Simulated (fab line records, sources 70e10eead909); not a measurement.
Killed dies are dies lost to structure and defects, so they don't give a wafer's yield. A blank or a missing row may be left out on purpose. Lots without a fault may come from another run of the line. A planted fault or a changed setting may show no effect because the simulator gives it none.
fab line records | flow nand_harc | part 2 of 2: steps 31 to 41 of 41
record lots=5 wafers=15 last_day=31
route steps=1302 shown A_DECK1_JOINT@518 A_ONON_D2@545
lots that met no fault: from a run of the same line without faults
start_h: hours from the record's first day to the start of the lot's first wafer shown | wait_h: hours since the lot's step before | " the same as in the row above | L1.1+2: a row that stands for several wafers | - no value, or no start given | * or withheld: withheld | < > ~ a bound
route shown NAME@n: a module of which the file shows steps, and the number in the route of the first | usual: mean/standard deviation of fault-free wafers | same: alike in all rows | chamber/n: place in a boat | sites: the reading at each site | _std_site: their standard deviation | _edge_site: outer sites' mean less inner sites' | radius_mm: how far each site lies from the wafer's centre | mask NAME#n: copy n | behind: the tool/chamber that last shaped the wafer | hold: why the lot was held/for how many hours/how that ended | device: the transistor (n, p or np) that didn't switch | end of line: the same wafers' tests at the end of the route | a step without rows: its recipe alone | killed: dies lost to structure and defects at the first sort, not the wafer's yield | map: a wafer's dies, x killed, . not, _ none there
set.NAME: the setting as run; set.NAME@STEP: as run at that earlier step | model.NAME: the simulator's own value behind a step, which no gauge read
lots at some steps of the route; a table a step, a row a wafer
services: from which hour (start_h, from the record's first day; less than 0 if before it) a tool's chamber was out of use, for how many hours, and why
## steps
# step NHARC_A_ONON_D2_DEP_06
# recipe target_thk_a=10000 n2_flow_sccm=2750 n2o_flow_sccm=2000 nh3_flow_sccm=500 sih4_flow_sccm=210 temp_c=400
# usual susceptor_temp_C=400.02/0.21
# columns lot.wafer tool chamber start_h wait_h susceptor_temp_C
L075.1 pecvd_onon-04 0 287.84 0.1 399.95
L075.4 " 0 " " 399.94
L075.5 " 0 " " 399.92
L079.2 pecvd_onon-02 0 313.64 0.1 400.27
L079.3 " 0 " " 400.22
L079.4 " 0 " " 399.94
L082.1 pecvd_onon-02 0 361.93 0.1 400.11
L082.4 " 0 " " 399.52
L082.6 " 0 " " 399.81
L085.1 pecvd_onon-02 0 380.95 0.1 399.90
L085.3 " 0 " " 399.99
L085.6 " 0 " " 399.98
L091.3 pecvd_onon-03 0 438.84 0.2 399.98
L091.4 " 0 " " 399.84
L091.5 " 0 " " 399.73
# step NHARC_A_ONON_D2_THK_MEAS_08
# recipe thk_meas_gauge=ellipsometry
# usual thk_nm=1002/11
# columns lot.wafer tool chamber start_h wait_h thk_nm
L075.1 film_metro-01 - 288.35 - 1015
L075.4 " - " " 1013
L075.5 " - " " 1014
L079.2 film_metro-02 - 314.09 - 1029
L079.3 " - " " 1028
L079.4 " - " " 1029
L082.1 film_metro-01 - 362.43 - 998
L082.4 " - " " 996
L082.6 " - " " 997
L085.1 film_metro-01 - 381.45 - 993
L085.3 " - " " 993
L085.6 " - " " 992
L091.3 film_metro-02 - 439.23 - 1009
L091.4 " - " " 1010
L091.5 " - " " 1011
# step NHARC_A_ONON_D2_DEP_09
# recipe target_thk_a=10000 n2_flow_sccm=2750 n2o_flow_sccm=2000 nh3_flow_sccm=500 sih4_flow_sccm=210 temp_c=400
# usual susceptor_temp_C=400.00/0.23
# columns lot.wafer tool chamber start_h wait_h susceptor_temp_C
L075.1 pecvd_onon-02 0 288.41 0.1 399.48
L075.4 " 0 " " 399.71
L075.5 " 0 " " 399.53
L079.2 pecvd_onon-03 0 314.21 0.1 399.86
L079.3 " 0 " " 399.74
L079.4 " 0 " " 400.03
L082.1 pecvd_onon-03 0 362.49 0.1 399.92
L082.4 " 0 " " 400.07
L082.6 " 0 " " 400.06
L085.1 pecvd_onon-03 0 381.51 0.1 400.16
L085.3 " 0 " " 400.42
L085.6 " 0 " " 400.29
L091.3 pecvd_onon-02 0 439.40 0.2 400.18
L091.4 " 0 " " 399.97
L091.5 " 0 " " 400.70
# step NHARC_A_ONON_D2_THK_MEAS_11
# recipe thk_meas_gauge=ellipsometry
# usual thk_nm=1000/12
# columns lot.wafer tool chamber start_h wait_h thk_nm
L075.1 film_metro-01 - 288.92 - 989
L075.4 " - " " 989
L075.5 " - " " 988
L079.2 film_metro-01 - 314.66 - 984
L079.3 " - " " 986
L079.4 " - " " 984
L082.1 film_metro-01 - 362.99 - 1006
L082.4 " - " " 1004
L082.6 " - " " 1005
L085.1 film_metro-01 - 382.01 - 1010
L085.3 " - " " 1012
L085.6 " - " " 1011
L091.3 film_metro-01 - 439.79 - 1012
L091.4 " - " " 1011
L091.5 " - " " 1011
# step NHARC_A_ONON_D2_DEP_12
# recipe target_thk_a=10000 n2_flow_sccm=2750 n2o_flow_sccm=2000 nh3_flow_sccm=500 sih4_flow_sccm=210 temp_c=400
# usual susceptor_temp_C=400.04/0.22
# columns lot.wafer tool chamber start_h wait_h susceptor_temp_C
L075.1 pecvd_onon-04 0 288.98 0.1 399.97
L075.4 " 0 " " 400.29
L075.5 " 0 " " 400.09
L079.2 pecvd_onon-02 0 314.77 0.1 399.86
L079.3 " 0 " " 400.10
L079.4 " 0 " " 400.11
L082.1 pecvd_onon-04 0 363.05 0.1 399.60
L082.4 " 0 " " 399.61
L082.6 " 0 " " 399.82
L085.1 pecvd_onon-04 0 382.07 0.1 400.16
L085.3 " 0 " " 400.01
L085.6 " 0 " " 399.94
L091.3 pecvd_onon-04 0 439.96 0.2 400.44
L091.4 " 0 " " 400.24
L091.5 " 0 " " 400.29
# step NHARC_A_ONON_D2_THK_MEAS_14
# recipe thk_meas_gauge=ellipsometry
# usual thk_nm=999/9.4
# columns lot.wafer tool chamber start_h wait_h thk_nm
L075.1 film_metro-02 - 289.49 - 1005
L075.4 " - " " 1004
L075.5 " - " " 1003
L079.2 film_metro-02 - 315.22 - 1013
L079.3 " - " " 1014
L079.4 " - " " 1014
L082.1 film_metro-01 - 363.56 - 995
L082.4 " - " " 994
L082.6 " - " " 993
L085.1 film_metro-01 - 382.58 - 1008
L085.3 " - " " 1007
L085.6 " - " " 1007
L091.3 film_metro-01 - 440.35 - 986
L091.4 " - " " 991
L091.5 " - " " 987
# step NHARC_A_ONON_D2_ANNEAL_15
# recipe temp_c=750 time_s=3600
# columns lot.wafer tool chamber start_h wait_h
L075.1+4+5 furnace-06 0 295.15 5.7
L079.2+3+4 furnace-01 0 318.61 3.4
L082.1+4+6 furnace-01 0 366.95 3.4
L085.1+3+6 furnace-01 0 387.22 4.6
L091.3+4+5 furnace-06 0 443.03 2.7
# step NHARC_A_ONON_D2_DEP_16
# recipe target_thk_a=10000 n2_flow_sccm=2750 n2o_flow_sccm=2000 nh3_flow_sccm=500 sih4_flow_sccm=210 temp_c=400
# usual susceptor_temp_C=400.01/0.2
# columns lot.wafer tool chamber start_h wait_h susceptor_temp_C
L075.1 pecvd_onon-03 0 298.97 0.4 400.02
L075.4 " 0 " " 400.00
L075.5 " 0 " " 399.80
L079.2 pecvd_onon-02 0 322.46 0.4 399.88
L079.3 " 0 " " 399.79
L079.4 " 0 " " 399.70
L082.1 pecvd_onon-04 0 370.76 0.4 400.47
L082.4 " 0 " " 399.87
L082.6 " 0 " " 400.09
L085.1 pecvd_onon-04 0 391.12 0.4 399.98
L085.3 " 0 " " 400.06
L085.6 " 0 " " 400.17
L091.3 pecvd_onon-04 0 447.01 0.5 399.73
L091.4 " 0 " " 400.01
L091.5 " 0 " " 399.70
# step NHARC_A_ONON_D2_THK_MEAS_18
# recipe thk_meas_gauge=ellipsometry
# usual thk_nm=1003/8.8
# columns lot.wafer tool chamber start_h wait_h thk_nm
L075.1 film_metro-01 - 299.48 - 983
L075.4 " - " " 982
L075.5 " - " " 982
L079.2 film_metro-02 - 322.92 - 1001
L079.3 " - " " 1000
L079.4 " - " " 1000
L082.1 film_metro-02 - 371.26 - 1009
L082.4 " - " " 1008
L082.6 " - " " 1009
L085.1 film_metro-02 - 391.63 - 1010
L085.3 " - " " 1008
L085.6 " - " " 1009
L091.3 film_metro-02 - 447.41 - 990
L091.4 " - " " 990
L091.5 " - " " 990
# step NHARC_A_ONON_D2_DEP_19
# recipe target_thk_a=10000 n2_flow_sccm=2750 n2o_flow_sccm=2000 nh3_flow_sccm=500 sih4_flow_sccm=210 temp_c=400
# usual susceptor_temp_C=399.96/0.24
# columns lot.wafer tool chamber start_h wait_h susceptor_temp_C
L075.1 pecvd_onon-04 0 299.54 0.1 399.71
L075.4 " 0 " " 399.76
L075.5 " 0 " " 400.13
L079.2 pecvd_onon-02 0 323.03 0.1 399.68
L079.3 " 0 " " 399.98
L079.4 " 0 " " 400.04
L082.1 pecvd_onon-04 0 371.32 0.1 399.62
L082.4 " 0 " " 399.57
L082.6 " 0 " " 399.82
L085.1 pecvd_onon-02 0 391.68 0.1 400.34
L085.3 " 0 " " 400.05
L085.6 " 0 " " 399.91
L091.3 pecvd_onon-03 0 447.58 0.2 399.77
L091.4 " 0 " " 399.92
L091.5 " 0 " " 400.00
# step NHARC_A_ONON_D2_THK_MEAS_21
# recipe thk_meas_gauge=ellipsometry
# usual thk_nm=1001/8.9
# columns lot.wafer tool chamber start_h wait_h thk_nm
L075.1 film_metro-02 - 300.05 - 996
L075.4 " - " " 996
L075.5 " - " " 997
L079.2 film_metro-01 - 323.49 - 992
L079.3 " - " " 990
L079.4 " - " " 991
L082.1 film_metro-02 - 371.83 - 999
L082.4 " - " " 1002
L082.6 " - " " 1000
L085.1 film_metro-02 - 392.20 - 1002
L085.3 " - " " 1000
L085.6 " - " " 1001
L091.3 film_metro-01 - 447.97 - 986
L091.4 " - " " 987
L091.5 " - " " 987
## services
# columns tool chamber start_h hours kind
pecvd_onon-03 - 227.00 13.0 pm
wet_bench-04 - 227.20 8.0 pm
cmp-02 - 232.60 4.0 pm
wet_h3po4-02 - 245.35 8.0 pm
rie_si-06 - 249.00 9.0 pm
wet_bench-05 - 260.80 8.0 pm
fcvd-01 1 268.83 9.6 repair
wet_bench-05 - 297.18 1.4 repair
cmp-02 - 297.41 1.7 repair
fcvd-01 - 302.14 1.1 repair
pecvd_onon-04 - 311.00 13.0 pm
wet_bench-07 - 322.11 0.9 repair
cmp-02 - 330.60 4.0 pm
wet_bench-07 - 336.09 8.0 pm
rie_si-06 0 359.41 6.7 repair
fcvd-01 - 366.00 13.0 pm
pecvd_onon-02 - 366.22 13.0 pm
fcvd-01 - 391.43 1.4 repair
fcvd-01 0 393.88 17.8 repair
wet_bench-04 - 403.20 8.0 pm
pecvd_onon-03 - 408.00 13.0 pm
wet_h3po4-02 - 421.35 8.0 pm
cmp-02 - 428.60 4.0 pm
wet_bench-05 - 436.80 8.0 pm
